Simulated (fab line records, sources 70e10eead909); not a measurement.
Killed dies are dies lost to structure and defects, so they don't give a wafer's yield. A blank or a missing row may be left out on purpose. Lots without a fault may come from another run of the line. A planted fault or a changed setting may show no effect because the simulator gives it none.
fab line records | flow nand_harc
record lots=7 wafers=21 last_day=24
route steps=1159 shown A_CONTACT@909 END@1159
lots that met no fault: from a run of the same line without faults
start_h: hours from the record's first day to the start of the lot's first wafer shown | wait_h: hours since the lot's step before | " the same as in the row above | L1.1+2: a row that stands for several wafers | - no value, or no start given | * or withheld: withheld | < > ~ a bound
route shown NAME@n: a module of which the file shows steps, and the number in the route of the first | usual: mean/standard deviation of fault-free wafers | same: alike in all rows | chamber/n: place in a boat | sites: the reading at each site | _std_site: their standard deviation | _edge_site: outer sites' mean less inner sites' | radius_mm: how far each site lies from the wafer's centre | mask NAME#n: copy n | behind: the tool/chamber that last shaped the wafer | hold: why the lot was held/for how many hours/how that ended | device: the transistor (n, p or np) that didn't switch | end of line: the same wafers' tests at the end of the route | a step without rows: its recipe alone | killed: dies lost to structure and defects at the first sort, not the wafer's yield | map: a wafer's dies, x killed, . not, _ none there
set.NAME: the setting as run; set.NAME@STEP: as run at that earlier step | model.NAME: the simulator's own value behind a step, which no gauge read
steps of the route over a sample of lots; a table a step, a row a wafer
services: from which hour (start_h, from the record's first day; less than 0 if before it) a tool's chamber was out of use, for how many hours, and why
## steps
# step NHARC_A_CONTACT_ETCH_129
# recipe source_w=withheld pressure_mtorr=20 bias_v=1200 time_s=155 target_depth_a=9560 ar_flow_sccm=withheld c4f8_flow_sccm=withheld o2_flow_sccm=withheld chemistry=C4F8/O2/Ar
# usual run_length_s=155/0
# columns lot.wafer tool chamber start_h wait_h rf_hours_counter_h run_length_s
L266.1 har_cap_etch-01 0 390.72 0.1 62 155
L266.2 " 1 " " 62 155
L266.4 " 0 " " - 155
L277.2 har_cap_etch-01 1 434.93 0.2 72 155
L277.4 " 1 " " - 155
L277.6 " 1 " " - 155
L278.2 har_cap_etch-03 0 446.59 0.1 98 155
L278.6 " 1 " " - 155
L278.5 " 0 " " - 155
L288.4 har_cap_etch-02 1 505.83 0.1 - 155
L288.3 " 0 " " - 155
L288.5 " 0 " " - 155
L286.2 har_cap_etch-01 0 507.62 0.1 84 155
L286.3 " 0 " " - 155
L286.4 " 1 " " - 155
L287.3 har_cap_etch-02 1 510.45 0.1 - 155
L287.4 " 0 " " - 155
L287.6 " 0 " " - 155
L289.3 har_cap_etch-02 0 513.21 0.1 - 155
L289.6 " 0 " " - 155
L289.5 " 1 " " - 155
# step NHARC_A_CONTACT_ETCH_133
# recipe source_w=withheld pressure_mtorr=20 bias_v=400 time_s=195 target_depth_a=8400 ar_flow_sccm=withheld c4f8_flow_sccm=11.5 o2_flow_sccm=7.2 chemistry=C4F8/O2/Ar
# usual run_length_s=226.4/0.34
# columns lot.wafer tool chamber start_h wait_h rf_hours_counter_h run_length_s
L266.1 har_cap_etch-01 0 391.29 0.1 63 226.3
L266.2 " 1 " " 63 226.2
L266.4 " 0 " " - 226.5
L277.2 har_cap_etch-01 1 435.72 0.2 72 226.4
L277.4 " 1 " " - 226.3
L277.6 " 1 " " - 226.4
L278.2 har_cap_etch-03 0 447.17 0.1 98 226.9
L278.6 " 1 " " - 225.9
L278.5 " 0 " " - 226.5
L288.4 har_cap_etch-02 1 506.44 0.2 - 226.2
L288.3 " 0 " " - 226.2
L288.5 " 0 " " - 226.1
L286.2 har_cap_etch-01 0 508.19 0.1 85 226.9
L286.3 " 0 " " - 226.3
L286.4 " 1 " " - 226.4
L287.3 har_cap_etch-02 1 511.06 0.2 - 226.1
L287.4 " 0 " " - 226.0
L287.6 " 0 " " - 225.9
L289.3 har_cap_etch-02 0 513.82 0.2 - 226.3
L289.6 " 0 " " - 226.4
L289.5 " 1 " " - 226.2
# step NHARC_A_CONTACT_ETCH_97
# recipe target_depth_a=200 over_etch_frac=0.5 time_s=10 ion_energy_ev=250 c4f6_flow_sccm=25 o2_flow_sccm=20 ar_flow_sccm=500 rf_w=600 bias_w=500 chemistry=C4F6/O2
# usual drypump_motor_current_A=5.6/0.39 mfc_ar_sccm=500.2/1.6 o2_flow_sccm=20.01/0.065 oes_product_au=0.966/0.023 rf_vpp_V=547/3.4 run_length_s=31.0/0.38 showerhead_plenum_p_Torr=3.95/0.16 throttle_valve_pct=26.904/0.0093
# columns lot.wafer tool chamber start_h wait_h drypump_motor_current_A mfc_ar_sccm o2_flow_sccm oes_product_au rf_hours_counter_h rf_vpp_V run_length_s showerhead_plenum_p_Torr throttle_valve_pct
L266.1 rie_diel-06 0 392.11 - 5.6 499.1 19.94 0.963 39 541 31.1 3.66 26.900
L266.2 " 1 " " 6.0 503.2 20.03 0.951 60 545 30.8 3.79 26.904
L266.4 " 2 " " 5.0 499.9 19.91 0.959 56 546 31.8 3.98 26.912
L277.4 rie_diel-11 2 436.85 - 5.4 499.5 20.16 0.986 15 550 27.5 4.05 26.893
L277.2 " 3 " " 5.6 499.5 20.03 1.003 15 551 31.0 4.15 26.896
L277.6 " 2 " " 5.4 500.1 20.10 0.994 - 548 27.0 4.05 26.898
L278.2 rie_diel-11 0 447.86 - 5.1 500.2 19.91 0.975 17 542 30.4 3.70 26.900
L278.6 " 2 " " 5.4 497.4 19.96 0.968 - 550 27.1 4.05 26.906
L278.5 " 3 " " 5.6 499.5 20.08 0.968 - 552 31.1 4.15 26.909
L288.3 rie_diel-11 0 507.05 - 5.1 499.1 20.13 0.988 25 543 30.5 3.69 26.913
L288.4 " 2 " " 5.4 501.8 20.00 1.001 25 552 31.1 4.05 26.916
L288.5 " 0 " " 5.1 499.5 19.96 0.994 - 542 31.2 3.69 26.915
L286.3 rie_diel-11 1 508.96 - 5.7 501.0 20.01 1.003 26 549 31.2 4.04 26.897
L286.2 " 2 " " 5.4 501.2 19.96 1.013 26 549 30.9 4.05 26.914
L286.4 " 0 " " 5.1 502.5 20.00 1.006 25 542 30.8 3.69 26.911
L287.3 rie_diel-09 0 511.86 - 4.8 503.7 20.02 0.981 25 545 30.8 3.86 26.922
L287.4 " 1 " " 5.8 500.7 19.86 0.991 25 547 30.9 3.94 26.899
L287.6 " 3 " " 6.4 501.4 19.93 0.984 - 547 30.6 3.95 26.901
L289.3 rie_diel-06 2 514.44 - 5.0 500.0 20.09 0.926 36 548 31.5 3.95 26.906
L289.6 " 3 " " 6.1 500.6 19.95 0.953 - 547 31.1 3.92 26.901
L289.5 " 0 " " 5.6 499.1 20.05 0.946 - 552 30.2 4.21 26.932
# step NHARC_A_CONTACT_STRIP_82
# recipe o2_flow_sccm=500 ar_flow_sccm=0 bias_w=0 chemistry=O2
# usual drypump_motor_current_A=5.6/0.42 mfc_ar_sccm=0.008/0.011 o2_flow_sccm=500.2/1.6 oes_product_au=0.999/0.009 rf_vpp_V=57.9/0.92 showerhead_plenum_p_Torr=3.57/0.13 throttle_valve_pct=17.036/0.0088
# columns lot.wafer tool chamber start_h wait_h drypump_motor_current_A mfc_ar_sccm o2_flow_sccm oes_product_au rf_hours_counter_h rf_vpp_V showerhead_plenum_p_Torr throttle_valve_pct
L266.2 rie_diel-06 2 - - 5.0 0 503.1 1.011 56 57.7 3.58 17.058
L266.1 " 0 " " 5.6 0.003 498.6 1.002 39 55.7 3.29 17.047
L266.4 " 1 " " 6.0 0 501.8 0.976 60 57.9 3.40 17.007
L277.4 rie_diel-11 0 - - 5.1 0 499.9 1.006 15 55.9 3.32 17.048
L277.2 " 1 " " 5.7 0.005 501.1 1.006 16 58.0 3.65 17.031
L277.6 " 2 " " 5.4 0.028 501.8 0.991 - 58.6 3.65 17.049
L278.2 rie_diel-11 3 - - 5.6 0 502.5 1.006 17 58.7 3.73 17.033
L278.6 " 2 " " 5.4 0.028 500.8 1.001 - 57.2 3.65 17.029
L278.5 " 3 " " 5.6 0 501.1 1.007 - 57.9 3.74 17.040
L288.3 rie_diel-06 2 - - 5.0 0 499.9 1.014 31 60.3 3.56 17.029
L288.4 " 3 " " 6.1 0 499.3 1.006 29 58.0 3.53 17.042
L288.5 " 1 " " 6.0 0 501.3 0.985 - 56.6 3.38 17.038
L286.3 rie_diel-11 2 - - 5.4 0.028 503.6 0.999 27 58.0 3.64 17.029
L286.2 " 3 " " 5.6 0 498.6 1.014 26 56.4 3.73 17.028
L286.4 " 1 " " 5.7 0.005 499.8 1.003 27 57.1 3.64 17.036
L287.3 rie_diel-11 1 - - 5.7 0.005 500.0 1.002 28 58.3 3.64 17.029
L287.4 " 2 " " 5.4 0.028 498.2 1.004 28 58.0 3.64 17.052
L287.6 " 2 " " 5.4 0.028 499.7 1.013 - 58.5 3.64 17.034
L289.3 rie_diel-06 3 - - 6.1 0 500.5 1.011 32 57.8 3.53 17.043
L289.6 " 0 " " 5.6 0.003 499.8 0.992 - 57.2 3.79 17.045
L289.5 " 1 " " 6.1 0 501.3 0.988 - 57.1 3.38 17.024
# step NHARC_END_SORT_01
# recipe temp_c=25
# usual killed_at_array=26/11 killed_at_other=0.6/1 killed_at_periphery=3.1/2.1 killed_dies=30/11 killed_open=3.4/1.8 killed_short=2.1/1.5
# same gross_dies=677
# columns lot.wafer tool chamber start_h wait_h killed_at_array killed_at_other killed_at_periphery killed_dies killed_open killed_short
L277.2 prober-02 0 495.37 2.8 31 2 2 35 2 4
L277.4 prober-02 0 496.97 3.4 671 0 6 677 3 2
L277.6 prober-02 0 498.58 4.0 671 1 5 677 5 5
L278.2 prober-02 0 511.55 2.8 13 0 7 20 7 2
L278.5 prober-02 0 513.95 3.7 14 0 4 18 2 3
L278.6 prober-02 0 514.75 4.0 671 1 5 677 3 0
# killed by level:class
L277.2 A_CONTACT:chamber_film_flake=15 A_CHANNEL_HOLE_D1:chamber_film_flake=6 A_CHANNEL_HOLE_D1:geometric_particle:open=2 A_CHANNEL_FILL_D1:geometric_particle:short=2 A_STAIRCASE:chamber_film_flake=2 A_SGD_CUT:geometric_particle:short=1 P_GATE:chamber_film_flake=1 P_CONTACT:chamber_film_flake=1
L277.4 A_CONTACT:area_etch=652 A_CONTACT:chamber_film_flake=9 A_CHANNEL_HOLE_D1:chamber_film_flake=3 P_GATE:chamber_film_flake=2 P_CONTACT:chamber_film_flake=2 A_WL_FILL:chamber_film_flake=2 P_GATE:geometric_particle:open=1 A_CHANNEL_FILL_D1:chamber_film_flake=1
L277.6 A_CONTACT:area_etch=637 A_CONTACT:chamber_film_flake=13 A_CHANNEL_HOLE_D1:chamber_film_flake=6 A_STAIRCASE:chamber_film_flake=4 A_WL_FILL:chamber_film_flake=3 A_CHANNEL_FILL_D1:geometric_particle:short=2 P_GATE:geometric_particle:open=1 P_M0:geometric_particle:short=1
L278.2 P_CONTACT:geometric_particle:open=3 A_CHANNEL_HOLE_D1:chamber_film_flake=3 A_SOURCE_PLATE:geometric_particle:open=2 P_STI:chamber_film_flake=2 A_STAIRCASE:chamber_film_flake=2 P_GATE:geometric_particle:open=1 P_M0:geometric_particle:short=1 A_ONON_D1:geometric_particle:open=1
L278.5 A_BONDPAD:chamber_film_flake=5 A_CHANNEL_HOLE_D1:chamber_film_flake=4 P_M0:geometric_particle:short=1 P_M0:geometric_particle:open=1 A_CONTACT:geometric_particle:short=1 A_CONTACT:geometric_particle:open=1 A_M0:geometric_particle:short=1 P_STI:chamber_film_flake=1
L278.6 A_CONTACT:area_etch=665 A_CHANNEL_HOLE_D1:chamber_film_flake=3 P_CONTACT:geometric_particle:open=2 A_SGD_CUT:geometric_particle:open=1 P_STI:chamber_film_flake=1 P_GATE:chamber_film_flake=1 P_M2:chamber_film_flake=1 A_SLIT:chamber_film_flake=1
## services
# columns tool chamber start_h hours kind
rie_diel-06 2 374.46 8.7 repair
rie_diel-11 0 375.55 - clean
rie_diel-11 1 375.55 - clean
rie_diel-11 2 375.55 - clean
rie_diel-11 3 375.55 - clean
rie_diel-09 2 387.51 13.8 repair
rie_diel-11 0 400.05 - clean
rie_diel-11 1 400.05 - clean
rie_diel-11 2 400.05 - clean
rie_diel-11 3 400.05 - clean
rie_diel-09 0 410.33 6.5 repair
har_cap_etch-02 - 414.57 2.5 repair
rie_diel-06 - 419.60 9.0 pm
rie_diel-11 0 424.56 - clean
rie_diel-11 1 424.56 - clean
rie_diel-11 2 424.56 - clean
rie_diel-11 3 424.56 - clean
rie_diel-09 - 431.16 9.0 pm
rie_diel-09 3 443.81 16.4 repair
rie_diel-11 0 449.09 - clean
rie_diel-11 1 449.09 - clean
rie_diel-06 - 469.88 0.4 repair
har_cap_etch-01 - 481.55 1.8 repair
rie_diel-09 3 506.58 1.9 repair
## key
first_sign step=NHARC_A_CONTACT_ETCH_97 reading=run_length_s direction=down sigmas=9.9 usual=* struck=*
effect step=NHARC_END_SORT_01 reading=killed_dies direction=up sigmas=59 usual=30 struck=677
more_kills_born_at NHARC_A_CONTACT_ETCH_97@rie_diel-11=1954
met_at NHARC_A_CONTACT_ETCH_97
struck_lots L277,L278
struck_wafers L277.4,L277.6,L278.6
later_rows_left_out L277.4,L277.6,L278.6
tester_left_out L277,L278
not_acting_at NHARC_A_CONTACT_ETCH_129,NHARC_A_CONTACT_ETCH_133,NHARC_A_CONTACT_STRIP_82
fault kind=process_parameter_drift tool=rie_diel-11 chamber=- onset_h=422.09 steps=NHARC_A_CONTACT_ETCH_97 channel=time_s offset=* shape=step end_h=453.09 scope=struck_wafers_only acts_in=* stated=*
# tester_left_out: of these lots the tester's yield and bins aren't shown, on N5 and GAA mostly nor the transistor test; their killed dies are dies lost to structure and defects alone, not to doping, threshold or leakage, so they don't give the yield
# later_rows_left_out: the simulator's readings of these wafers behind a module that went badly wrong aren't trusted and aren't shown, but for the sort
